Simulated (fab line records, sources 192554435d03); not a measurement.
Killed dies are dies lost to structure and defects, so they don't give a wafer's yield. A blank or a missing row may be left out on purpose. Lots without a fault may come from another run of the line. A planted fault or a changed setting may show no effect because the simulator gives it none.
Which tool did it? | flow n5_finfet | 14 lots, 41 wafers sampled, at 3 steps of a route of 1938

WHAT THE GAUGES READ, wafer by wafer
N5_BEOL_M10_THK_MEAS_53: measures by xrf. Usual: M10_THK 137.8 nm, standard deviation 3.
lot  | measured     | on            | M10_THK (nm)      | flag
L289 | day 10 03:46 | film_metro-01 | 139.2 136.0       |
L290 | day 10 07:49 | film_metro-01 | 134.9 132.2 137.2 |
L291 | day 10 15:28 | film_metro-02 | 137.0 140.8 138.0 |
L294 | day 11 04:47 | film_metro-02 | 131.8 133.6 139.8 |
L293 | day 11 06:05 | film_metro-02 | 134.5 134.0 139.4 |
L295 | day 11 12:18 | film_metro-02 | 137.9 139.6 138.3 |
L296 | day 11 13:56 | film_metro-01 | 136.9 132.9 141.4 |
L299 | day 12 14:39 | film_metro-02 | 138.6 139.7 136.6 |
L301 | day 13 04:17 | film_metro-01 | 138.2 134.4 136.3 |
L300 | day 13 04:55 | film_metro-02 | 135.7 142.6 139.0 |
L306 | day 14 00:58 | film_metro-02 | 135.9 137.5 138.1 |
L311 | day 15 13:32 | film_metro-01 | 138.9 138.9 140.0 |
L310 | day 15 17:17 | film_metro-02 | 137.7 138.8 136.8 |
L312 | day 15 18:22 | film_metro-02 | 132.6 139.3 132.9 |

N5_BEOL_M10_RS_MEAS_57: measures by four-point-probe. Usual: M10_RS 0.152 ohm/sq, standard deviation 0.0037.
lot  | measured     | on            | M10_RS (ohm/sq)   | flag
L289 | day 10 03:55 | film_metro-01 | 0.151 0.155       |
L290 | day 10 08:05 | film_metro-01 | 0.156 0.160 0.153 |
L291 | day 10 15:35 | film_metro-01 | 0.153 0.147 0.151 |
L294 | day 11 04:55 | film_metro-02 | 0.160 0.157 0.149 |
L293 | day 11 06:14 | film_metro-02 | 0.155 0.157 0.150 |
L295 | day 11 12:26 | film_metro-01 | 0.151 0.150 0.151 |
L296 | day 11 14:04 | film_metro-02 | 0.155 0.161 0.149 |
L299 | day 12 14:47 | film_metro-02 | 0.150 0.149 0.152 |
L301 | day 13 04:27 | film_metro-01 | 0.152 0.156 0.154 |
L300 | day 13 05:05 | film_metro-02 | 0.155 0.145 0.149 |
L306 | day 14 01:06 | film_metro-02 | 0.153 0.151 0.150 |
L311 | day 15 13:41 | film_metro-01 | 0.153 0.153 0.151 |
L310 | day 15 17:26 | film_metro-01 | 0.153 0.152 0.153 |
L312 | day 15 18:30 | film_metro-01 | 0.157 0.149 0.157 |

WHICH TOOL RAN EACH LOT (tool, then ch and the chambers of the sampled wafers, then the start)
lot  | N5_BEOL_M10_CURE_72
L289 | uv_cure-01 ch 1, day 10 01:10
L290 | uv_cure-01 ch 0, day 10 04:49
L291 | uv_cure-02 ch 0, day 10 12:51
L294 | uv_cure-01 ch 2, day 11 01:21
L293 | uv_cure-01 ch 1, day 11 04:16
L295 | uv_cure-03 ch 2, day 11 08:12
L296 | uv_cure-03 ch 0, day 11 11:32
L299 | uv_cure-01 ch 1, day 12 11:35
L301 | uv_cure-02 ch 2, day 13 01:51
L300 | uv_cure-03 ch 2, day 13 02:22
L306 | uv_cure-03 ch 2, day 13 22:54
L311 | uv_cure-02 ch 2, day 15 09:29
L310 | uv_cure-02 ch 0, day 15 10:17
L312 | uv_cure-03 ch 1, day 15 16:14
- N5_BEOL_M10_CURE_72: cures SiCOH lowk, time 120 s.

WHAT THE TOOLS THEMSELVES READ (means of the sampled wafers that have a number; where no wafer has one, the mark that the record gives instead)
N5_BEOL_M10_CURE_72. Usual: lamp_power_pct 52.32 %, standard deviation 0.052; wafer_temp_C_max 371.8, standard deviation 0.43.
lot  | tool       | lamp_power_pct (%) | wafer_temp_C_max | flag
L289 | uv_cure-01 | 52.23              | 372.3            |
L290 | uv_cure-01 | 52.38              | 371.7            |
L291 | uv_cure-02 | 52.31              | 371.7            |
L294 | uv_cure-01 | 52.34              | 371.2            |
L293 | uv_cure-01 | 52.34              | 371.9            |
L295 | uv_cure-03 | 52.34              | 372.1            |
L296 | uv_cure-03 | 52.27              | 371.4            |
L299 | uv_cure-01 | 52.35              | 371.9            |
L301 | uv_cure-02 | 52.31              | 372.0            |
L300 | uv_cure-03 | 52.35              | 371.9            |
L306 | uv_cure-03 | 52.33              | 371.7            |
L311 | uv_cure-02 | 52.36              | 371.7            |
L310 | uv_cure-02 | 52.30              | 371.7            |
L312 | uv_cure-03 | 52.35              | 371.2            |

THE ANSWER, worked out from the rows above alone
Rule: a lot is off if the mean of its wafers that have a number lies more than 3 standard deviations from the usual mean. A lot without any number at a reading at which 4 lots or more have one is off too. The other lots that the step has rows for count as sound. The gauges are gone through in route order, then the tools' own readings, and for those a lot's mean is taken as printed above. The first step at which some lot is off is used, and at that step the reading that is off furthest; a lot without a number counts as furthest.
No lot is off at any reading shown: from this, nothing can be told.

WHAT THE SIMULATOR HAD PUT IN
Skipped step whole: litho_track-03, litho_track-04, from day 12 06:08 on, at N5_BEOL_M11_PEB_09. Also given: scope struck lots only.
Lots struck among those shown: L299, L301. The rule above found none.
